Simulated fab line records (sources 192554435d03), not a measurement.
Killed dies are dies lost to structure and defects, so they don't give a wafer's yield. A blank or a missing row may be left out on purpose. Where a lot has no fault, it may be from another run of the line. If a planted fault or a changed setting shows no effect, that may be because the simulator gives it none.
Lot-split experiment :: flow n5-finfet :: 21 wafers read across 7 lots, on a route 1938 steps long

== SPLIT DETAILS ==
At N5_FIN_SAQP_FIN_ETCH_36 (etches the open film in HBr/Cl2/O2, target depth 120 nm, time 50.4 s), the setting icp-w was moved away from the recipe's 800 W on 7 of the 21 wafers read, by -7.3% to +17.6%. For the rest of the wafers, this setting stayed at what the recipe calls for.

== FROM THE SPLIT TO THE READING: what the file shows between them, 3 steps ==
- N5_FIN_SAQP_PRECLEAN_38: cleans in O3/DIW, time 45 s
- N5_FIN_SAQP_PRECLEAN_45: cleans in dHF, time 10 s
- N5_FIN_SAQP_SRD_39: time 30 s

== THE READING ==
trench-depth-nm, in nm, at N5_FIN_SAQP_OCD_MEAS_76. A value of 120.3 nm with a standard deviation of 1.5 nm is what fault-free wafers of this fab line usually give.

wafer: L076.1
tool, chamber at the split: rie-si-01, 2
icp-w as run, W: 800
against the recipe: recipe
trench-depth-nm, nm: 119.7
against lot-mates on the recipe: -

wafer: L076.2
tool, chamber at the split: rie-si-01, 1
icp-w as run, W: 800
against the recipe: recipe
trench-depth-nm, nm: 120.3
against lot-mates on the recipe: -

wafer: L076.5
tool, chamber at the split: rie-si-01, 3
icp-w as run, W: 800
against the recipe: recipe
trench-depth-nm, nm: 122.0
against lot-mates on the recipe: -

wafer: L077.4
tool, chamber at the split: rie-si-03, 1
icp-w as run, W: 876.2
against the recipe: +9.5%
trench-depth-nm, nm: 124.3
against lot-mates on the recipe: +4.2

wafer: L077.5
tool, chamber at the split: rie-si-03, 2
icp-w as run, W: 876.2
against the recipe: +9.5%
trench-depth-nm, nm: 126.7
against lot-mates on the recipe: +6.6

wafer: L077.6
tool, chamber at the split: rie-si-03, 1
icp-w as run, W: 800
against the recipe: recipe
trench-depth-nm, nm: 120.1
against lot-mates on the recipe: -

wafer: L082.1
tool, chamber at the split: rie-si-03, 0
icp-w as run, W: 914.9
against the recipe: +14.4%
trench-depth-nm, nm: 127.6
against lot-mates on the recipe: +5.7

wafer: L082.2
tool, chamber at the split: rie-si-03, 1
icp-w as run, W: 914.9
against the recipe: +14.4%
trench-depth-nm, nm: 127.4
against lot-mates on the recipe: +5.5

wafer: L082.5
tool, chamber at the split: rie-si-03, 2
icp-w as run, W: 800
against the recipe: recipe
trench-depth-nm, nm: 121.9
against lot-mates on the recipe: -

wafer: L084.2
tool, chamber at the split: rie-si-03, 2
icp-w as run, W: 800
against the recipe: recipe
trench-depth-nm, nm: 121.1
against lot-mates on the recipe: -

wafer: L084.5
tool, chamber at the split: rie-si-03, 2
icp-w as run, W: 800
against the recipe: recipe
trench-depth-nm, nm: 121.2
against lot-mates on the recipe: -

wafer: L084.6
tool, chamber at the split: rie-si-03, 1
icp-w as run, W: 800
against the recipe: recipe
trench-depth-nm, nm: 119.5
against lot-mates on the recipe: -

wafer: L089.1
tool, chamber at the split: rie-si-04, 0
icp-w as run, W: 800
against the recipe: recipe
trench-depth-nm, nm: 120.5
against lot-mates on the recipe: -

wafer: L089.4
tool, chamber at the split: rie-si-04, 1
icp-w as run, W: 850.7
against the recipe: +6.3%
trench-depth-nm, nm: 122.4
against lot-mates on the recipe: +1.2

wafer: L089.6
tool, chamber at the split: rie-si-04, 2
icp-w as run, W: 800
against the recipe: recipe
trench-depth-nm, nm: 121.8
against lot-mates on the recipe: -

wafer: L093.2
tool, chamber at the split: rie-si-03, 2
icp-w as run, W: 800
against the recipe: recipe
trench-depth-nm, nm: 124.1
against lot-mates on the recipe: -

wafer: L093.4
tool, chamber at the split: rie-si-03, 3
icp-w as run, W: 941.1
against the recipe: +17.6%
trench-depth-nm, nm: 130.2
against lot-mates on the recipe: +7.6

wafer: L093.5
tool, chamber at the split: rie-si-03, 0
icp-w as run, W: 800
against the recipe: recipe
trench-depth-nm, nm: 121.0
against lot-mates on the recipe: -

wafer: L094.1
tool, chamber at the split: rie-si-04, 2
icp-w as run, W: 800
against the recipe: recipe
trench-depth-nm, nm: 120.0
against lot-mates on the recipe: -

wafer: L094.2
tool, chamber at the split: rie-si-04, 0
icp-w as run, W: 800
against the recipe: recipe
trench-depth-nm, nm: 119.6
against lot-mates on the recipe: -

wafer: L094.4
tool, chamber at the split: rie-si-04, 1
icp-w as run, W: 741.8
against the recipe: -7.3%
trench-depth-nm, nm: 114.5
against lot-mates on the recipe: -5.3

FIT RESULTS
A straight line over all 21 wafers: trench-depth-nm changes by +0.518 nm for each +1% of icp-w; r = +0.93; the points scatter about the line by 1.3 nm.
The same after taking each lot's own level away (the mean of its wafers on the recipe; 21 wafers): +0.458 nm for each +1%; r = +0.94; scatter 1.1 nm.
That fit puts the effect of the largest move of icp-w on the reading at 8.1 nm.
Across the lots, their own levels run from 119.80 to 122.55 nm, a range of 1.8 times the standard deviation given above.
In other words, the slope is changed by the lot-to-lot level; the two fits disagree.
Check: +8 nm against its lot-mates is what the line predicts for one of the wafers moved furthest among these (+17.6%) when that wafer is left out of the fit. It came out at +7.65 nm against them.

== THE OTHER SPLITS THESE WAFERS WENT THROUGH ==
Before the reading, these wafers also passed through other splits. Each is held against what the fit with the lots' levels taken away leaves over:
other split on the same wafers: N5_ZERO_LAYER_EXPOSE_08 dose-mj
wafers away from the commonest value: 10
r with trench-depth-nm (lot level and that fit taken away): -0.04

other split on the same wafers: N5_ZERO_LAYER_DEVELOP_10 develop-time-s
wafers away from the commonest value: 6
r with trench-depth-nm (lot level and that fit taken away): +0.24

other split on the same wafers: N5_FIN_SAQP_PEB_14 peb-time-s
wafers away from the commonest value: 6
r with trench-depth-nm (lot level and that fit taken away): -0.07

== THE WHOLE CHAIN: every reading that the file lists as answering this split, in the file's order ==
step: N5_FIN_SAQP_FIN_ETCH_36
what it does: etches the open film in HBr/Cl2/O2, target depth 120 nm, time 50.4 s
reading: etch.depth-nm (the simulator's own value, which no gauge read)
change (the file's fit): +0.466 nm for each +1% of the setting
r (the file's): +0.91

step: N5_FIN_SAQP_FIN_ETCH_36
what it does: etches the open film in HBr/Cl2/O2, target depth 120 nm, time 50.4 s
reading: FIN_SAQP.feature-depth-nm (the simulator's own value, which no gauge read)
change (the file's fit): +0.465 nm for each +1% of the setting
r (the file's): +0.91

step: N5_FIN_SAQP_OCD_MEAS_76
what it does: 
reading: trench-depth-nm
change (the file's fit): +0.45 nm for each +1% of the setting
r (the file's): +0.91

== FILE'S OWN FIT ==
trench-depth-nm changes by +0.45 nm for each +1% of icp-w, r = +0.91.
